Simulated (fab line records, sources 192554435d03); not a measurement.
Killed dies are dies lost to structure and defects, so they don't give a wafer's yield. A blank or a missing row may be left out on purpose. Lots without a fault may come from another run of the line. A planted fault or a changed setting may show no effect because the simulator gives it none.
fab line records | flow n5_finfet
record lots=10 wafers=30 last_day=17
route steps=1938 shown BEOL_M14@1728 PASSIVATION@1936
lots that met no fault: from a run of the same line without faults
start_h: hours from the record's first day to the start of the lot's first wafer shown | wait_h: hours since the lot's step before | " the same as in the row above | L1.1+2: a row that stands for several wafers | - no value, or no start given | * or withheld: withheld | < > ~ a bound
route shown NAME@n: a module of which the file shows steps, and the number in the route of the first | usual: mean/standard deviation of fault-free wafers | same: alike in all rows | chamber/n: place in a boat | sites: the reading at each site | _std_site: their standard deviation | _edge_site: outer sites' mean less inner sites' | radius_mm: how far each site lies from the wafer's centre | mask NAME#n: copy n | behind: the tool/chamber that last shaped the wafer | hold: why the lot was held/for how many hours/how that ended | device: the transistor (n, p or np) that didn't switch | end of line: the same wafers' tests at the end of the route | a step without rows: its recipe alone | killed: dies lost to structure and defects at the first sort, not the wafer's yield | map: a wafer's dies, x killed, . not, _ none there
set.NAME: the setting as run; set.NAME@STEP: as run at that earlier step | model.NAME: the simulator's own value behind a step, which no gauge read
steps of the route over a sample of lots; a table a step, a row a wafer
services: from which hour (start_h, from the record's first day; less than 0 if before it) a tool's chamber was out of use, for how many hours, and why
## steps
# step N5_BEOL_M14_INSPECT_12
# recipe mode=adi inspect_instrument=macro
# usual raw_defect_count=2.3/1.6
# columns lot.wafer tool chamber start_h wait_h raw_defect_count
L491.2 defect_inspect-01 - 276.62 0.0 3
L491.4 " - " " 1
L491.6 " - " " 1
L497.3 defect_inspect-02 - 305.94 0.0 2
L497.4 " - " " 2
L497.5 " - " " 1
L499.1 defect_inspect-01 - 316.29 0.0 2
L499.2 " - " " 3
L499.6 " - " " 3
L506.2 defect_inspect-01 - 344.99 0.0 4
L506.3 " - " " 3
L506.4 " - " " 3
L505.2 defect_inspect-01 - 349.40 0.0 2
L505.3 " - " " 8
L505.6 " - " " 1
L504.2 defect_inspect-01 - 349.65 0.0 1
L504.3 " - " " 2
L504.6 " - " " 5
L507.1 defect_inspect-02 - 353.33 0.0 0
L507.2 " - " " 2
L507.5 " - " " 1
L509.1 defect_inspect-02 - 377.77 0.0 3
L509.3 " - " " 0
L509.4 " - " " 4
L510.1 defect_inspect-01 - 381.05 0.0 2
L510.3 " - " " 4
L510.4 " - " " 2
L511.2 defect_inspect-02 - 385.22 0.0 3
L511.4 " - " " 1
L511.5 " - " " 0
# step N5_BEOL_M14_STRIP_64
# recipe chemistry=O2 power_w=600 temp_c=60 pressure_mtorr=30 rf_frequency_hz=6e+07 bias_power_w=0 overash_fraction=0.3 o2_flow_sccm=225
# usual drypump_motor_current_A=5.6/0.38 oes_product_au=0.79/0.088 rf_vpp_V=3.6/0.51 showerhead_plenum_p_Torr=2.10/0.07 throttle_valve_pct=16.64/0.22
# columns lot.wafer tool chamber start_h wait_h drypump_motor_current_A oes_product_au rf_hours_counter_h rf_vpp_V showerhead_plenum_p_Torr throttle_valve_pct
L491.2 rie_diel-03 3 - - 5.7 0.76 151 3.2 1.98 16.22
L491.4 " 0 " " 5.9 0.71 215 3.9 2.17 16.61
L491.6 " 0 " " 5.9 0.71 - 2.7 2.17 16.61
L497.3 rie_diel-03 3 - - 5.7 0.76 161 4.3 1.98 16.25
L497.4 " 1 " " 5.6 0.80 107 4.0 2.10 16.51
L497.5 " 0 " " 5.9 0.71 - 4.3 2.16 16.62
L499.1 rie_diel-03 0 - - 5.9 0.71 229 4.3 2.16 16.62
L499.2 " 3 " " 5.7 0.75 165 3.8 1.98 16.24
L499.6 " 0 " " 5.9 0.71 - 3.5 2.16 16.64
L506.2 rie_diel-05 0 - - 5.4 0.70 252 3.5 2.14 17.07
L506.3 " 2 " " 5.2 0.93 - 3.4 2.14 16.68
L506.4 " 0 " " 5.4 0.71 - 5.0 2.14 17.09
L505.2 rie_diel-05 1 - - 5.6 0.68 248 3.2 2.14 16.84
L505.3 " 3 " " 6.5 0.88 54 3.5 2.23 16.58
L505.6 " 3 " " 6.5 0.87 - 3.8 2.23 16.56
L504.2 rie_diel-03 0 - - 5.9 0.71 242 3.2 2.16 16.66
L504.3 " 1 " " 5.7 0.78 124 4.1 2.09 16.54
L504.6 " 3 " " 5.7 0.75 - 4.2 1.97 16.28
L507.1 rie_diel-05 2 - - 5.2 0.91 21 3.5 2.14 16.70
L507.2 " 1 " " 5.7 0.69 249 3.5 2.14 16.84
L507.5 " 2 " " 5.2 0.92 - 3.0 2.14 16.70
L509.1 rie_diel-03 2 - - 5.0 0.70 250 3.9 2.08 16.77
L509.3 " 3 " " 5.7 0.74 188 3.8 1.97 16.30
L509.4 " 3 " " 5.7 0.74 - 4.4 1.97 16.27
L510.1 rie_diel-01 1 - - 5.7 0.92 11 4.3 2.06 16.11
L510.3 " 2 " " 5.7 0.81 71 4.2 2.04 16.83
L510.4 " 0 " " 5.9 0.79 96 3.7 2.03 16.66
L511.2 rie_diel-01 0 - - 5.9 0.80 97 4.4 2.03 16.65
L511.4 " 2 " " 5.7 0.81 72 2.8 2.04 16.83
L511.5 " 3 " " 5.5 0.87 - 2.9 2.06 16.71
# step N5_BEOL_M14_STRIP_71
# recipe chemistry=post_etch_residue_remover time_s=60 temp_c=25 remover_ph=withheld remover_water_wt_pct=withheld remover_fluoride_wt_pct=withheld
# columns lot.wafer tool chamber start_h wait_h
L491.2+4+6 wet_bench-04 6,4,3 277.02 -
L497.3+4+5 wet_bench-01 1,3,6 306.35 -
L499.1+2+6 wet_bench-01 2,3,6 316.77 -
L506.2+3+4 wet_bench-05 6,5,4 345.62 -
L505.2+3+6 wet_bench-04 2,6,7 349.81 -
L504.2+3+6 wet_bench-05 4,3,5 350.07 -
L507.1+2+5 wet_bench-04 4,7,2 353.74 -
L509.1+3+4 wet_bench-04 1,6,0 378.26 -
L510.1+3+4 wet_bench-01 6,5,1 381.82 -
L511.2+4+5 wet_bench-01 0,2,1 385.63 -
# step N5_BEOL_M14_INSPECT_30
# recipe mode=adi inspect_instrument=macro
# usual raw_defect_count=1.9/1.4
# columns lot.wafer tool chamber start_h wait_h raw_defect_count
L491.2 defect_inspect-02 - 277.46 0.0 2
L491.4 " - " " 1
L491.6 " - " " 1
L497.3 defect_inspect-01 - 306.91 0.0 >300
L497.4 " - " " >300
L497.5 " - " " >300
L499.1 defect_inspect-02 - 317.34 0.0 >300
L499.2 " - " " >300
L499.6 " - " " >300
L506.2 defect_inspect-01 - 346.06 0.0 4
L506.3 " - " " 1
L506.4 " - " " 1
L505.2 defect_inspect-01 - 350.29 0.0 4
L505.3 " - " " 2
L505.6 " - " " 0
L504.2 defect_inspect-01 - 350.63 0.0 3
L504.3 " - " " 3
L504.6 " - " " 0
L507.1 defect_inspect-01 - 354.31 0.0 3
L507.2 " - " " 0
L507.5 " - " " 3
L509.1 defect_inspect-01 - 378.75 0.0 1
L509.3 " - " " 1
L509.4 " - " " 4
L510.1 defect_inspect-02 - 382.39 0.0 4
L510.3 " - " " 1
L510.4 " - " " 2
L511.2 defect_inspect-02 - 386.07 0.0 2
L511.4 " - " " 2
L511.5 " - " " 1
# step N5_BEOL_M14_TRENCH_ETCH_34
# recipe chemistry=C4F8/O2/Ar target=SiO2 target_depth_a=5566.5 mask_material=SOC he_inner_torr=15 he_outer_torr=30 time_s=126.9 ion_energy_ev=800 pressure_mtorr=20 source_w=1905 bias_w=2040 Ar_flow_sccm=400 C4F8_flow_sccm=16 O2_flow_sccm=12
# usual drypump_motor_current_A=5.7/0.36 he_outer_torr=30.00/0.053 oes_f_703_au=0.79/0.088 oes_product_au=0.79/0.09 rf_fwd_power_W=1898/5.4 rf_vpp_V=2229/44 showerhead_plenum_p_Torr=3.43/0.1 throttle_valve_pct=30.82/0.28
# columns lot.wafer tool chamber start_h wait_h drypump_motor_current_A he_outer_torr oes_f_703_au oes_product_au rf_fwd_power_W rf_hours_counter_h rf_vpp_V showerhead_plenum_p_Torr throttle_valve_pct
L491.2 rie_diel-01 2 278.00 0.0 5.7 29.97 0.92 0.90 1902 23 2189 3.35 30.97
L491.4 " 2 " " 5.7 29.95 0.93 0.91 1907 - 2191 3.35 30.96
L491.6 " 1 " " 5.8 30.02 0.68 0.68 1897 - 2243 3.39 30.47
L497.3 rie_diel-01 3 307.40 0.0 5.5 30.11 0.97 1.00 1902 2 2173 3.41 31.19
L497.4 " 1 " " 5.8 30.00 0.68 0.67 1901 253 2241 3.38 30.49
L497.5 " 2 " " 5.7 30.05 0.90 0.88 1901 - 2189 3.35 30.98
L499.1 rie_diel-03 1 318.31 0.0 5.7 30.01 0.78 0.79 1906 112 2253 3.43 30.66
L499.2 " 3 " " 5.6 29.99 0.77 0.77 1902 165 2149 3.27 30.34
L499.6 " 1 " " 5.7 29.96 0.78 0.79 1904 - 2254 3.43 30.66
L506.2 rie_diel-01 0 346.56 0.0 5.9 30.00 0.81 0.82 1905 82 2186 3.35 30.97
L506.3 " 2 " " 5.7 30.12 0.88 0.85 1905 56 2188 3.33 30.98
L506.4 " 0 " " 5.9 30.04 0.81 0.82 1904 - 2186 3.35 30.95
L505.2 rie_diel-03 3 350.82 0.0 5.7 29.98 0.76 0.75 1905 178 2150 3.27 30.33
L505.3 " 2 " " 5.0 30.13 0.71 0.69 1896 241 2218 3.39 30.72
L505.6 " 0 " " 5.9 29.97 0.69 0.69 1901 - 2255 3.53 30.74
L504.2 rie_diel-05 1 351.15 0.0 5.7 29.99 0.69 0.69 1899 249 2296 3.49 30.76
L504.3 " 3 " " 6.5 29.98 0.86 0.88 1896 55 2279 3.66 31.08
L504.6 " 3 " " 6.5 29.95 0.86 0.88 1897 - 2278 3.66 31.08
L507.1 rie_diel-03 1 354.86 0.0 5.6 30.02 0.77 0.78 1888 126 2251 3.43 30.69
L507.2 " 0 " " 5.9 29.92 0.69 0.69 1891 244 2255 3.53 30.76
L507.5 " 2 " " 5.1 29.99 0.70 0.70 1905 - 2217 3.39 30.75
L509.1 rie_diel-03 2 379.24 0.0 5.0 30.06 0.69 0.69 1894 250 2215 3.38 30.71
L509.3 " 3 " " 5.7 30.01 0.75 0.74 1895 188 2148 3.26 30.32
L509.4 " 1 " " 5.7 29.97 0.77 0.76 1896 - 2253 3.42 30.68
L510.1 rie_diel-05 0 382.88 0.0 5.4 30.12 0.96 0.94 1898 8 2255 3.50 31.01
L510.3 " 3 " " 6.5 29.96 0.84 0.85 1902 68 2278 3.65 31.07
L510.4 " 0 " " 5.4 29.94 0.95 0.95 1905 - 2253 3.50 31.01
L511.2 rie_diel-01 3 386.65 0.0 5.6 29.92 0.89 0.88 1898 37 2170 3.39 31.23
L511.4 " 2 " " 5.7 29.99 0.86 0.82 1897 72 2187 3.33 31.00
L511.5 " 3 " " 5.6 29.95 0.88 0.88 1905 - 2169 3.39 31.23
# step N5_PASSIVATION_PROBE_49
# usual defect_limited_yield=90.9/1.6 killed_at_M0_to_M3=34/11 killed_at_M4_up=14/5.7 killed_at_contacts=13/6.5 killed_at_front_end=43/11 killed_at_other=4/3.1 killed_dies=107/19 killed_on_rim=14/3.9 killed_open=71/14 killed_short=35/7.9 sort_bin_5_function=5.3/1.1 sort_bin_6_memory=3.4/0.74 sort_bin_8_speed=0.00/0.014 sort_n_pass=1073/19
# same gross_dies=1180 killed_at_back_side=0 sort_bin_4_leakage[%]=0
# columns lot.wafer tool chamber start_h wait_h defect_limited_yield[%] killed_at_M0_to_M3 killed_at_M4_up killed_at_contacts killed_at_front_end killed_at_other killed_dies killed_on_rim killed_open killed_short sort_bin_5_function[%] sort_bin_6_memory[%] sort_bin_8_speed[%] sort_n_pass
L497.3 prober-01 - 331.86 0.1 87.3 26 86 9 27 2 150 31 73 15 7.5 4.3 0 1030
L497.4 prober-01 - 331.91 0.2 84.2 16 129 7 33 1 186 21 44 27 10.3 2.8 0 994
L497.5 prober-01 - 331.96 0.2 84.8 30 107 20 19 3 179 31 59 32 9.3 4.1 0 1001
L499.1 prober-01 - 347.93 0.3 81.8 22 142 11 38 2 215 14 62 30 12.7 3.9 0 965
L499.2 prober-01 - 347.98 0.4 80.8 31 129 36 31 0 227 23 77 36 11.5 5.0 0 953
L499.6 prober-01 - 348.18 0.6 81.6 36 108 21 50 2 217 30 88 30 10.9 4.6 0 963
# killed by level:class
L497.3 BEOL_M14:unspecified=62 STI_FIN_REVEAL:geometric_particle:open=9 DUMMY_GATE:geometric_particle:open=8 MOL_CONTACT_COAG:geometric_particle:open=8 BEOL_M2:geometric_particle:open=8 BEOL_M3:geometric_particle:open=6 BEOL_M5:geometric_particle:open=5 BEOL_M0_SAQP:geometric_particle:open=4
L497.4 BEOL_M14:unspecified=115 MOL_CONTACT_COAG:geometric_particle:open=7 DUMMY_GATE:geometric_particle:open=6 BEOL_M4:geometric_particle:open=6 BEOL_M2:geometric_particle:open=5 FIN_SAQP:geometric_particle:short=5 BEOL_M0_SAQP:geometric_particle:short=4 FIN_SAQP:geometric_particle:open=3
L497.5 BEOL_M14:unspecified=88 MOL_CONTACT_COAG:geometric_particle:open=17 BEOL_M0_SAQP:geometric_particle:short=15 BEOL_M4:geometric_particle:open=15 STI_FIN_REVEAL:geometric_particle:open=6 BEOL_M0_SAQP:geometric_particle:open=5 STI_FIN_REVEAL:geometric_particle:short=3 MOL_CONTACT_COAG:geometric_particle:short=3
L499.1 BEOL_M14:unspecified=123 STI_FIN_REVEAL:geometric_particle:open=12 BEOL_M4:geometric_particle:open=11 BEOL_M1:geometric_particle:open=9 MOL_CONTACT_COAG:geometric_particle:open=7 FIN_SAQP:geometric_particle:open=6 BEOL_M2:geometric_particle:open=6 STI_FIN_REVEAL:geometric_particle:short=4
L499.2 BEOL_M14:unspecified=113 MOL_CONTACT_COAG:geometric_particle:open=25 MOL_CONTACT_COAG:geometric_particle:short=11 BEOL_M0_SAQP:geometric_particle:open=11 GATE_CUT:geometric_particle:short=6 BEOL_M5:geometric_particle:open=6 FIN_SAQP:geometric_particle:open=5 FIN_SAQP:geometric_particle:short=5
L499.6 BEOL_M14:unspecified=99 STI_FIN_REVEAL:geometric_particle:open=20 MOL_CONTACT_COAG:geometric_particle:open=18 BEOL_M1:geometric_particle:open=13 FIN_SAQP:geometric_particle:open=7 FIN_SAQP:geometric_particle:short=6 BEOL_M0_SAQP:geometric_particle:short=6 BEOL_M0_SAQP:geometric_particle:open=6
## services
# columns tool chamber start_h hours kind
rie_diel-01 3 271.09 - clean
rie_diel-01 3 271.09 - consumable_replace:focus_ring
rie_diel-01 3 271.09 30.4 scheduled_down
rie_diel-01 3 271.09 30.4 vent_cycle
rie_diel-05 2 283.91 - clean
rie_diel-05 2 283.91 - consumable_replace:focus_ring
rie_diel-05 2 283.91 21.9 scheduled_down
rie_diel-05 2 283.91 21.9 vent_cycle
rie_diel-03 - 296.94 2.7 repair
rie_diel-03 - 300.72 0.3 repair
rie_diel-01 1 309.69 18.4 repair
wet_bench-01 - 322.77 2.0 repair
rie_diel-05 1 326.19 19.6 repair
wet_bench-01 - 332.62 4.4 pm
wet_bench-04 - 341.99 6.6 repair
rie_diel-05 0 349.32 - clean
rie_diel-05 0 349.32 - consumable_replace:focus_ring
rie_diel-05 0 349.32 15.9 scheduled_down
rie_diel-05 0 349.32 15.9 vent_cycle
rie_diel-05 1 362.00 2.8 repair
rie_diel-03 0 371.91 - clean
rie_diel-03 0 371.91 - consumable_replace:focus_ring
rie_diel-03 0 371.91 19.3 scheduled_down
rie_diel-03 0 371.91 19.3 vent_cycle
## key
first_sign step=N5_BEOL_M14_INSPECT_30 reading=raw_defect_count direction=up sigmas=99+ usual=1.9 struck=>300
effect step=N5_PASSIVATION_PROBE_49 reading=killed_at_M4_up direction=up sigmas=18 usual=14 struck=117
more_kills_born_at N5_BEOL_M14_STRIP_71@wet_bench-01=600
met_at N5_BEOL_M14_STRIP_71
struck_lots L497,L499
not_acting_at N5_BEOL_M14_INSPECT_12,N5_BEOL_M14_STRIP_64,N5_BEOL_M14_TRENCH_ETCH_34
fault kind=chamber_particle_source tool=wet_bench-01 chamber=- onset_h=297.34 steps=N5_BEOL_M14_STRIP_71 rate_per_visit_cm2=0.78241 end_h=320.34
